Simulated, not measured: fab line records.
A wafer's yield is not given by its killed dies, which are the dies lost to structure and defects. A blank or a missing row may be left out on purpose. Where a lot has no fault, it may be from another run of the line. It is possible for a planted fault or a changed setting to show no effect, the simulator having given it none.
fab line records	flow nand-harc
record: lots: 7	wafers: 21	last-day: 24
route steps=1159 shown P_M1@313 P_M2@318
lots untouched by any fault: they come from a run of this same line in which no faults occurred
start-h: hours from the record's first day to the start of the lot's first wafer shown	wait-h: how many hours have passed since the lot's step before this one	" unchanged from the row above	L1.1+2: several wafers, shown together as one row	- no value, or no start given	* or withheld: withheld	< > ~ a bound
route shown NAME@n: a module of which the file shows steps, and the number in the route of the first	usual: mean/standard deviation taken from wafers without a fault	same: alike in all rows	chamber/n: place in a boat	sites: readings site by site	_std_site: standard deviation across them	_edge_site: the outer-site mean with the inner-site mean subtracted	radius-mm: how far each site lies from the wafer's centre	mask NAME#n: copy n	behind: tool/chamber where the wafer was last shaped	hold: reason for holding the lot/hours on hold/outcome of the hold	device: transistor that didn't switch, given as n, p or np	end of line: the tests these same wafers got at the end of their route	where a step has no rows: the recipe by itself	killed: at the first sort, the dies lost to defects and structure; wafer yield is something else	map: shows each die of a wafer: x if killed, . if not, _ if none is there
set.NAME: setting as actually run; set.NAME@STEP: the setting as run at that earlier step	model.NAME: the simulator's own value behind a step, which no gauge read
lots seen at some steps along the route; tables by step, rows by wafer
services: when a tool's chamber went out of use (start-h, in hours from the record's first day, below 0 if earlier), for how many hours, and the reason
== steps ==
step: NHARC_P_M1_SRD_25
step: NHARC_P_M1_INSPECT_27
usual: raw-defect-count: 304/120
lot.wafer	tool	chamber	start-h	wait-h	raw-defect-count
L496.1	defect-inspect-01	-	141.89	0.0	253
L496.2	"	-	"	"	390
L496.3	"	-	"	"	247
L497.3	defect-inspect-01	-	145.38	0.0	403
L497.4	"	-	"	"	457
L497.5	"	-	"	"	369
L506.1	defect-inspect-01	-	198.78	0.0	241
L506.2	"	-	"	"	247
L506.3	"	-	"	"	285
L504.2	defect-inspect-02	-	208.81	0.0	262
L504.4	"	-	"	"	324
L504.6	"	-	"	"	339
L510.1	defect-inspect-01	-	222.27	0.0	328
L510.2	"	-	"	"	240
L510.4	"	-	"	"	294
L512.1	defect-inspect-01	-	231.49	0.0	305
L512.3	"	-	"	"	255
L512.5	"	-	"	"	237
L516.4	defect-inspect-02	-	272.60	0.0	328
L516.5	"	-	"	"	410
L516.6	"	-	"	"	160
step: NHARC_P_M1_PRE_CLEAN_32
recipe: time-s: 12	temp-c: 370	rf-power-w: 300	gas: NH3
usual: heater-power-w: 637/70
lot.wafer	tool	chamber	start-h	wait-h	heater-power-w
L496.1	pecvd-01	1	141.95	0.1	671
L496.3	"	2	"	"	562
L496.2	"	0	"	"	570
L497.3	pecvd-01	1	145.47	0.1	729
L497.5	"	0	"	"	639
L497.4	"	1	"	"	730
L506.2	pecvd-01	0	198.85	0.1	631
L506.3	"	1	"	"	661
L506.1	"	2	"	"	532
L504.2	pecvd-02	0	208.89	0.1	660
L504.4	"	0	"	"	673
L504.6	"	1	"	"	592
L510.2	pecvd-04	1	222.35	0.1	581
L510.1	"	2	"	"	605
L510.4	"	1	"	"	587
L512.3	pecvd-04	1	231.57	0.1	595
L512.1	"	2	"	"	580
L512.5	"	2	"	"	565
L516.6	pecvd-04	2	272.72	0.1	648
L516.5	"	0	"	"	512
L516.4	"	1	"	"	595
step: NHARC_P_M1_DEP_33
recipe: target-thk-a: 300	temp-c: 370	target-thk-nm: 30	pressure-torr: 3	flow-sccm: 200	rf-w: 450	material: SiCN
usual: heater-power-w: 591/80
lot.wafer	tool	chamber	start-h	wait-h	heater-power-w
L496.1	pecvd-01	1	142.03	0.1	684
L496.3	"	2	"	"	432
L496.2	"	0	"	"	522
L497.3	pecvd-01	1	145.61	0.1	673
L497.5	"	0	"	"	584
L497.4	"	1	"	"	688
L506.2	pecvd-01	0	198.92	0.1	502
L506.3	"	1	"	"	694
L506.1	"	2	"	"	435
L504.2	pecvd-02	0	209.00	0.1	584
L504.4	"	0	"	"	578
L504.6	"	1	"	"	623
L510.2	pecvd-04	1	222.46	0.1	519
L510.1	"	2	"	"	613
L510.4	"	1	"	"	518
L512.3	pecvd-04	1	231.68	0.1	490
L512.1	"	2	"	"	543
L512.5	"	2	"	"	537
L516.6	pecvd-04	2	272.89	0.2	580
L516.5	"	0	"	"	526
L516.4	"	1	"	"	578
step: NHARC_P_M2_DEP_00
recipe: target-thk-a: 1825	target-thk-nm: 182.5	temp-c: withheld	pressure-torr: 5	flow-sccm: 200	rf-w: 600	material: SiOC
step: NHARC_P_M2_DEHYDRATE_01
recipe: temp-c: 150	time-s: 120
step: NHARC_P_M2_HMDS_02
recipe: time-s: 30
step: NHARC_P_M2_COAT_34
recipe: temp-c: 200	time-s: 65
step: NHARC_P_M2_COAT_03
recipe: spin-rpm: 1500	resist-thk-nm: 90
step: NHARC_P_M2_SOFTBAKE_04
recipe: temp-c: 105	time-s: 55
step: NHARC_P_M2_EBR_05
step: NHARC_P_M2_EXPOSE_06
recipe: na: 1.35	target-cd-nm: 170	dose-mj: 80.78	mask-id: P_M2
usual: exposure-dose-mJ-cm2: 81.8/0.6
lot.wafer	tool	chamber	start-h	wait-h	mask	exposure-dose-mJ-cm2
L496.1	arfi-scanner-02	0	143.14	-	P_M2#0	82.1
L496.2	"	0	"	"	P_M2#0	82.1
L496.3	"	0	"	"	P_M2#0	82.0
L497.3	arfi-scanner-03	0	146.69	-	P_M2#0	82.1
L497.4	"	0	"	"	P_M2#0	82.2
L497.5	"	0	"	"	P_M2#0	82.0
L506.1	arfi-scanner-02	0	200.01	-	P_M2#0	63.3
L506.2	"	0	"	"	P_M2#0	63.4
L506.3	"	0	"	"	P_M2#0	63.2
L504.2	arfi-scanner-02	0	210.06	-	P_M2#0	67.1
L504.4	"	0	"	"	P_M2#0	67.1
L504.6	"	0	"	"	P_M2#0	67.1
L510.1	arfi-scanner-02	0	223.50	-	P_M2#0	69.9
L510.2	"	0	"	"	P_M2#0	70.0
L510.4	"	0	"	"	P_M2#0	70.1
L512.1	arfi-scanner-03	0	232.76	-	P_M2#0	82.3
L512.3	"	0	"	"	P_M2#0	82.3
L512.5	"	0	"	"	P_M2#0	82.2
L516.4	arfi-scanner-01	0	273.88	-	P_M2#0	80.7
L516.5	"	0	"	"	P_M2#0	80.8
L516.6	"	0	"	"	P_M2#0	80.8
step: NHARC_P_M2_PEB_07
recipe: peb-temp-c: 100	peb-time-s: 65
step: NHARC_P_M2_DEVELOP_08
recipe: develop-time-s: 35	dev-temp-c: 23
step: NHARC_P_M2_CD_MEAS_09
recipe: target-cd-nm: 170	landing-energy-ev: 500
usual: cd-nm: 170.2/0.56
lot.wafer	tool	chamber	start-h	wait-h	cd-nm
L496.1	cd-sem-02	0	143.28	-	171.2
L496.2	"	0	"	"	170.7
L496.3	"	0	"	"	171.3
L497.3	cd-sem-01	0	146.83	-	169.4
L497.4	"	0	"	"	170.4
L497.5	"	0	"	"	169.9
L506.1	cd-sem-02	0	200.15	-	155.3
L506.2	"	0	"	"	154.9
L506.3	"	0	"	"	154.4
L504.2	cd-sem-03	0	210.22	-	156.9
L504.4	"	0	"	"	157.6
L504.6	"	0	"	"	157.6
L510.1	cd-sem-01	0	223.64	-	160.1
L510.2	"	0	"	"	160.2
L510.4	"	0	"	"	159.1
L512.1	cd-sem-02	0	232.90	-	170.6
L512.3	"	0	"	"	170.2
L512.5	"	0	"	"	170.8
L516.4	cd-sem-03	0	274.02	-	170.7
L516.5	"	0	"	"	169.9
L516.6	"	0	"	"	170.0
step: NHARC_P_M2_OVL_MEAS_10
recipe: pitch-nm: 340
usual: overlay-x-nm: -0.1/0.77	overlay-y-nm: 0.0/0.71
lot.wafer	tool	chamber	start-h	wait-h	overlay-x-nm	overlay-y-nm
L496.1	overlay-01	-	143.37	-	-1.2	-1.4
L496.2	"	-	"	"	-1.1	-1.3
L496.3	"	-	"	"	-1.1	-1.2
L497.3	overlay-01	-	146.91	-	-0.6	-0.7
L497.4	"	-	"	"	-0.5	-0.7
L497.5	"	-	"	"	-0.2	-0.3
L506.1	overlay-01	-	200.23	-	0.8	-0.8
L506.2	"	-	"	"	0.5	-1.3
L506.3	"	-	"	"	0.2	-0.6
L504.2	overlay-01	-	210.32	-	0.4	-0.5
L504.4	"	-	"	"	0.8	-0.2
L504.6	"	-	"	"	0.7	0.1
L510.1	overlay-02	-	223.73	-	1.4	0.9
L510.2	"	-	"	"	0.8	0.5
L510.4	"	-	"	"	0.8	1.1
L512.1	overlay-02	-	232.99	-	-0.3	0.4
L512.3	"	-	"	"	-1.2	0.4
L512.5	"	-	"	"	-0.6	0.7
L516.4	overlay-01	-	274.10	-	1.7	-0.5
L516.5	"	-	"	"	1.1	-0.6
L516.6	"	-	"	"	1.0	-0.7
step: NHARC_P_M2_INSPECT_11
usual: raw-defect-count: 3.8/2.3
lot.wafer	tool	chamber	start-h	wait-h	raw-defect-count
L496.1	defect-inspect-02	-	143.41	0.0	2
L496.2	"	-	"	"	3
L496.3	"	-	"	"	2
L497.3	defect-inspect-01	-	146.95	0.0	1
L497.4	"	-	"	"	2
L497.5	"	-	"	"	5
L506.1	defect-inspect-02	-	200.27	0.0	1
L506.2	"	-	"	"	0
L506.3	"	-	"	"	4
L504.2	defect-inspect-01	-	210.35	0.0	2
L504.4	"	-	"	"	5
L504.6	"	-	"	"	3
L510.1	defect-inspect-01	-	223.77	0.0	5
L510.2	"	-	"	"	6
L510.4	"	-	"	"	5
L512.1	defect-inspect-02	-	233.03	0.0	3
L512.3	"	-	"	"	2
L512.5	"	-	"	"	0
L516.4	defect-inspect-01	-	274.13	0.0	2
L516.5	"	-	"	"	1
L516.6	"	-	"	"	2
step: NHARC_P_M2_DESCUM_14
recipe: time-s: 3	o2-flow-sccm: 200	ar-flow-sccm: 0	bias-power-w: 0	chemistry: O2
usual: drypump-motor-current-A: 5.7/0.41	o2-flow-sccm: 200.0/0.54	oes-product-au: 1.001/0.0096	rf-vpp-V: 58.0/0.86	showerhead-plenum-p-Torr: 1.96/0.078	throttle-valve-pct: 11.312/0.0094
lot.wafer	tool	chamber	start-h	wait-h	drypump-motor-current-A	o2-flow-sccm	oes-product-au	rf-hours-counter-h	rf-vpp-V	showerhead-plenum-p-Torr	throttle-valve-pct	model.P_M2.cd-nm
L496.3	rie-diel-03	2	143.47	0.1	5.6	199.7	0.998	3	56.7	2.02	11.311	170.9
L496.1	"	3	"	"	5.8	200.8	0.987	4	59.7	2.03	11.319	171.5
L496.2	"	1	"	"	5.2	200.2	1.013	3	57.8	1.82	11.300	171.4
L497.3	rie-diel-09	2	147.01	0.1	5.3	199.7	1.020	21	57.3	2.00	11.315	169.2
L497.4	"	1	"	"	6.8	199.7	0.993	20	58.0	1.92	11.304	170.8
L497.5	"	3	"	"	5.3	199.0	0.995	-	56.9	1.98	11.307	169.2
L506.1	rie-diel-03	0	200.33	0.1	5.7	199.4	1.004	6	57.1	1.94	11.318	155.1
L506.3	"	1	"	"	5.2	200.4	1.000	6	56.8	1.82	11.311	155
L506.2	"	2	"	"	5.6	199.0	0.996	5	57.9	2.02	11.312	155.1
L504.2	rie-diel-03	0	210.42	0.1	5.6	200.3	1.011	6	58.3	1.94	11.305	157.4
L504.4	"	2	"	"	5.7	199.5	1.004	6	58.9	2.02	11.304	157.8
L504.6	"	0	"	"	5.6	200.6	0.991	-	59.1	1.94	11.311	157.3
L510.1	rie-diel-12	0	223.83	0.1	5.3	201.1	1.016	2	57.7	1.90	11.297	161
L510.2	"	2	"	"	6.3	201.0	1.010	3	58.3	2.05	11.329	160
L510.4	"	3	"	"	5.3	199.4	1.011	2	58.0	2.02	11.324	159.6
L512.1	rie-diel-03	2	233.10	0.1	5.7	200.3	1.004	0	59.8	2.02	11.306	170.8
L512.3	"	3	"	"	5.7	200.8	1.007	0	57.9	2.03	11.302	170.8
L512.5	"	1	"	"	5.2	200.1	0.991	-	57.0	1.82	11.329	170.6
L516.4	rie-diel-03	2	274.22	0.1	5.6	200.0	1.017	2	58.9	2.02	11.335	170.1
L516.5	"	3	"	"	5.8	199.6	1.003	-	58.1	2.03	11.322	170.5
L516.6	"	0	"	"	5.7	199.9	0.998	-	58.6	1.94	11.318	170.2
step: NHARC_P_M2_ETCH_35
recipe: target-depth-a: 400	overetch-a: 120	time-s: 43.94	ion-energy-ev: 200	n2-flow-sccm: 150	h2-flow-sccm: 150	ar-flow-sccm: 0	rf-w: 400	bias-w: 150	chemistry: N2/H2
usual: drypump-motor-current-A: 5.7/0.4	oes-product-au: 0.999/0.0088	rf-vpp-V: 432.0/2.5	showerhead-plenum-p-Torr: 2.10/0.084	throttle-valve-pct: 14.171/0.01
lot.wafer	tool	chamber	start-h	wait-h	drypump-motor-current-A	oes-product-au	rf-hours-counter-h	rf-vpp-V	showerhead-plenum-p-Torr	throttle-valve-pct
L496.3	rie-diel-03	1	143.56	0.1	5.2	1.010	3	427.7	1.94	14.160
L496.1	"	2	"	"	5.7	1.002	3	433.4	2.16	14.164
L496.2	"	0	"	"	5.6	0.997	4	432.3	2.07	14.172
L497.3	rie-diel-09	1	147.09	0.1	6.8	0.983	20	429.8	2.04	14.170
L497.4	"	0	"	"	5.7	0.987	21	427.5	1.92	14.168
L497.5	"	2	"	"	5.4	0.998	-	432.7	2.14	14.157
L506.2	rie-diel-03	3	200.42	0.1	5.7	1.003	6	433.8	2.17	14.168
L506.3	"	0	"	"	5.6	1.005	6	432.0	2.07	14.185
L506.1	"	1	"	"	5.2	1.012	6	428.5	1.94	14.179
L504.4	rie-diel-03	1	210.50	0.1	5.2	1.009	6	426.9	1.94	14.180
L504.2	"	3	"	"	5.8	1.008	6	434.4	2.17	14.168
L504.6	"	1	"	"	5.2	1.004	-	426.9	1.94	14.162
L510.2	rie-diel-12	2	224.00	0.1	6.3	0.986	3	433.9	2.19	14.177
L510.1	"	3	"	"	5.2	1.001	2	433.5	2.15	14.183
L510.4	"	1	"	"	6.2	0.987	2	432.9	2.12	14.170
L512.3	rie-diel-03	3	233.17	0.1	5.7	0.992	0	433.4	2.17	14.182
L512.1	"	0	"	"	5.6	1.006	0	433.0	2.07	14.171
L512.5	"	0	"	"	5.6	1.007	-	431.0	2.07	14.164
L516.4	rie-diel-03	3	274.28	0.1	5.8	0.987	2	435.4	2.17	14.156
L516.6	"	2	"	"	5.7	1.014	-	433.5	2.16	14.174
L516.5	"	3	"	"	5.8	0.994	-	433.7	2.17	14.172
step: NHARC_P_M2_ETCH_15
recipe: target-depth-a: 1825	time-s: 91.2	c4f8-flow-sccm: withheld	ar-flow-sccm: 400	rf-w: 600	bias-w: 300	chemistry: C4F8/Ar
usual: oes-product-au: 0.941/0.023	rf-vpp-V: 442.1/2.7
lot.wafer	tool	chamber	start-h	wait-h	oes-product-au	rf-hours-counter-h	rf-vpp-V
L496.1	rie-diel-03	3	-	-	0.928	4	444.6
L496.3	"	0	"	"	0.921	4	441.2
L496.2	"	2	"	"	0.930	3	444.0
L497.4	rie-diel-09	1	-	-	0.912	20	440.1
L497.3	"	2	"	"	0.927	21	443.2
L497.5	"	3	"	"	0.914	-	443.2
L506.3	rie-diel-03	1	-	-	0.918	6	439.3
L506.2	"	2	"	"	0.911	6	444.7
L506.1	"	3	"	"	0.928	6	444.5
L504.2	rie-diel-03	3	-	-	0.936	6	443.9
L504.4	"	0	"	"	0.935	6	441.6
L504.6	"	3	"	"	0.937	-	443.5
L510.4	rie-diel-12	2	-	-	0.961	3	445.9
L510.1	"	0	"	"	0.946	2	440.4
L510.2	"	1	"	"	0.938	2	443.4
L512.3	rie-diel-03	1	-	-	0.954	0	437.2
L512.1	"	0	"	"	0.978	0	441.8
L512.5	"	1	"	"	0.965	-	437.4
L516.4	rie-diel-03	3	-	-	0.927	2	446.3
L516.5	"	2	"	"	0.929	-	444.2
L516.6	"	3	"	"	0.921	-	444.6
step: NHARC_P_M2_CD_MEAS_16
usual: cd-nm: 170.2/0.78
lot.wafer	tool	chamber	start-h	wait-h	cd-nm
L496.1	cd-sem-03	-	143.77	-	171.6
L496.2	"	-	"	"	171.4
L496.3	"	-	"	"	170.8
L497.3	cd-sem-02	-	147.32	-	168.8
L497.4	"	-	"	"	170.3
L497.5	"	-	"	"	169.2
L506.1	cd-sem-02	-	200.64	-	155.2
L506.2	"	-	"	"	155.3
L506.3	"	-	"	"	155.1
L504.2	cd-sem-02	-	210.72	-	157.7
L504.4	"	-	"	"	157.8
L504.6	"	-	"	"	157.2
L510.1	cd-sem-02	-	224.22	-	161.3
L510.2	"	-	"	"	159.6
L510.4	"	-	"	"	159.2
L512.1	cd-sem-02	-	233.39	-	171.8
L512.3	"	-	"	"	171.1
L512.5	"	-	"	"	171.6
L516.4	cd-sem-01	-	274.51	-	170.1
L516.5	"	-	"	"	170.8
L516.6	"	-	"	"	169.5
step: NHARC_P_M2_STRIP_18
recipe: power-w: 1000	n2-flow-sccm: 150	h2-flow-sccm: 150	ar-flow-sccm: 0	bias-w: 0	chemistry: N2/H2
usual: drypump-motor-current-A: 5.7/0.4	oes-product-au: 0.998/0.0096	rf-vpp-V: 91.1/1	showerhead-plenum-p-Torr: 2.09/0.087	throttle-valve-pct: 14.171/0.0088
lot.wafer	tool	chamber	start-h	wait-h	drypump-motor-current-A	oes-product-au	rf-hours-counter-h	rf-vpp-V	showerhead-plenum-p-Torr	throttle-valve-pct
L496.1	rie-diel-03	0	143.85	0.1	5.7	0.998	4	90.6	2.07	14.166
L496.3	"	2	"	"	5.7	1.008	3	91.3	2.16	14.162
L496.2	"	3	"	"	5.8	0.994	4	91.6	2.17	14.173
L497.3	rie-diel-12	3	147.44	0.1	5.2	0.993	21	91.6	2.16	14.168
L497.4	"	0	"	"	5.4	0.987	19	88.7	2.03	14.175
L497.5	"	1	"	"	6.2	0.988	-	91.5	2.13	14.159
L506.2	rie-diel-12	3	200.71	0.1	5.2	0.990	29	91.4	2.15	14.192
L506.1	"	0	"	"	5.4	0.993	26	89.4	2.03	14.181
L506.3	"	1	"	"	6.2	1.007	26	90.0	2.12	14.174
L504.2	rie-diel-03	1	210.85	0.1	5.2	1.006	6	90.5	1.94	14.170
L504.4	"	2	"	"	5.7	0.999	6	91.6	2.16	14.171
L504.6	"	3	"	"	5.8	1.005	-	92.2	2.17	14.166
L510.2	rie-diel-09	2	224.30	0.1	5.3	1.006	48	90.0	2.13	14.163
L510.1	"	3	"	"	5.3	1.014	54	91.2	2.10	14.174
L510.4	"	0	"	"	5.7	0.992	53	89.4	1.91	14.172
L512.3	rie-diel-09	0	233.51	0.1	5.8	0.974	57	90.5	1.91	14.172
L512.1	"	2	"	"	5.4	1.002	51	92.0	2.13	14.171
L512.5	"	0	"	"	5.8	0.987	-	89.4	1.91	14.184
L516.4	rie-diel-03	2	274.65	0.1	5.7	1.020	2	90.0	2.16	14.164
L516.6	"	3	"	"	5.8	1.001	-	91.0	2.17	14.176
L516.5	"	0	"	"	5.6	0.998	-	91.3	2.07	14.180
step: NHARC_P_M2_ETCH_28
recipe: target-depth-a: 300	over-etch-frac: 0.3	time-s: 72.99	ion-energy-ev: 150	cf4-flow-sccm: 50	n2-flow-sccm: 100	ar-flow-sccm: 150	rf-w: 300	bias-w: 100	chemistry: CF4/N2
usual: drypump-motor-current-A: 5.7/0.42	oes-product-au: 0.999/0.0092	rf-vpp-V: 314.9/2	showerhead-plenum-p-Torr: 2.68/0.1	throttle-valve-pct: 19.793/0.0093
same: over-etch-frac: 0.3
lot.wafer	tool	chamber	start-h	wait-h	drypump-motor-current-A	oes-product-au	rf-hours-counter-h	rf-vpp-V	showerhead-plenum-p-Torr	throttle-valve-pct	model.P_M2.cd-nm
L496.1	rie-diel-03	3	-	-	5.7	1.001	4	317.6	2.78	19.805	170.9
L496.2	"	1	"	"	5.2	1.018	3	312.8	2.51	19.792	171.2
L496.3	"	2	"	"	5.7	1.005	4	317.1	2.77	19.784	170.5
L497.3	rie-diel-12	1	-	-	6.2	0.994	19	315.7	2.73	19.779	168.7
L497.4	"	2	"	"	6.2	1.016	19	318.4	2.81	19.786	169.4
L497.5	"	0	"	"	5.4	0.998	-	313.7	2.61	19.803	168.3
L506.1	rie-diel-12	1	-	-	6.2	1.001	26	316.4	2.73	19.775	154.9
L506.2	"	2	"	"	6.3	1.012	27	316.1	2.81	19.801	155.6
L506.3	"	3	"	"	5.3	0.991	29	315.7	2.76	19.784	155.4
L504.4	rie-diel-03	3	-	-	5.7	1.006	6	315.6	2.78	19.797	157.6
L504.2	"	0	"	"	5.7	1.011	6	313.7	2.67	19.783	156.8
L504.6	"	2	"	"	5.7	1.015	-	316.7	2.77	19.788	155.8
L510.1	rie-diel-09	1	-	-	6.8	1.002	47	313.7	2.62	19.796	160.7
L510.2	"	2	"	"	5.4	1.006	48	315.8	2.73	19.801	158.9
L510.4	"	0	"	"	5.7	0.991	53	311.6	2.47	19.793	158.6
L512.3	rie-diel-09	3	-	-	5.3	1.004	57	314.5	2.70	19.793	170.5
L512.1	"	2	"	"	5.3	1.009	51	315.9	2.73	19.792	171.3
L512.5	"	0	"	"	5.7	0.988	-	312.5	2.47	19.787	171
L516.4	rie-diel-03	0	-	-	5.6	0.993	2	314.7	2.67	19.793	170.3
L516.6	"	1	"	"	5.2	0.978	-	312.0	2.51	19.788	170.9
L516.5	"	2	"	"	5.7	1.007	-	317.4	2.77	19.792	170.7
step: NHARC_P_M2_STRIP_19
recipe: time-s: 600	temp-c: 30	chemistry: post-etch-residue-remover
== services ==
tool	chamber	start-h	hours	kind
rie-diel-03	-	118.65	0.5	repair
arfi-scanner-03	-	140.00	4.0	pm
arfi-scanner-01	-	140.77	4.0	pm
pecvd-02	2	145.66	14.2	repair
arfi-scanner-01	-	146.19	5.9	repair
pecvd-02	-	153.32	13.0	pm
rie-diel-03	2	154.61	3.8	repair
rie-diel-03	3	161.90	2.7	repair
pecvd-04	-	188.84	1.5	repair
pecvd-04	-	195.27	13.0	pm
rie-diel-12	-	202.40	9.0	pm
rie-diel-03	-	215.30	9.0	pm
arfi-scanner-03	-	216.79	1.1	repair
rie-diel-12	3	225.81	4.9	repair
pecvd-02	-	231.10	0.5	repair
pecvd-04	2	236.04	5.6	repair
pecvd-01	-	237.19	13.0	pm
rie-diel-09	-	238.48	0.9	repair
arfi-scanner-03	-	238.59	0.4	repair
rie-diel-03	0	248.75	3.0	repair
rie-diel-09	-	254.16	9.0	pm
rie-diel-12	2	255.50	3.3	repair
arfi-scanner-02	-	256.00	4.0	pm
arfi-scanner-02	-	266.44	0.6	repair
== key ==
first-sign: step: NHARC_P_M2_EXPOSE_06	reading: exposure-dose-mJ-cm2	direction: down	sigmas: 25	usual: 81.8	struck: 66.8
effect: step: NHARC_P_M2_CD_MEAS_09	reading: cd-nm	direction: down	sigmas: 23	usual: 170.2	struck: 157.3	through: control-loop
effect: step: NHARC_P_M2_CD_MEAS_16	reading: cd-nm	direction: down	sigmas: 16	usual: 170.2	struck: 157.6	through: control-loop
model-effect: step: NHARC_P_M2_DESCUM_14	value: P_M2.cd-nm	without: 170	struck: 157.6
model-effect: step: NHARC_P_M2_ETCH_28	value: P_M2.cd-nm	without: 169.6	struck: 157.1
met-at NHARC_P_M2_EXPOSE_06
struck-wafers L504.2,L504.4,L504.6,L506.1,L506.2,L506.3,L510.1,L510.2,L510.4
sort-left-out L504.2,L504.4,L504.6,L506.1,L506.2,L506.3,L510.1,L510.2,L510.4
loop-trim: step: NHARC_P_M2_EXPOSE_06	setting: dose	lots: L504,L510
onset-between 143.14 200.01
fault: kind: process-parameter-drift	tool: arfi-scanner-02	chamber: -	onset-h: 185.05	steps: NHARC_P_M2_EXPOSE_06	channel: dose-mj	offset: -18.826	shape: step	acts-in: these-recipes-only	stated: 80.78
sort-left-out: the simulated sort isn't trusted on such a fault, so these wafers' sort isn't shown, and their yield isn't known
loop-trim: a control loop set the setting to another value than it would have without faults
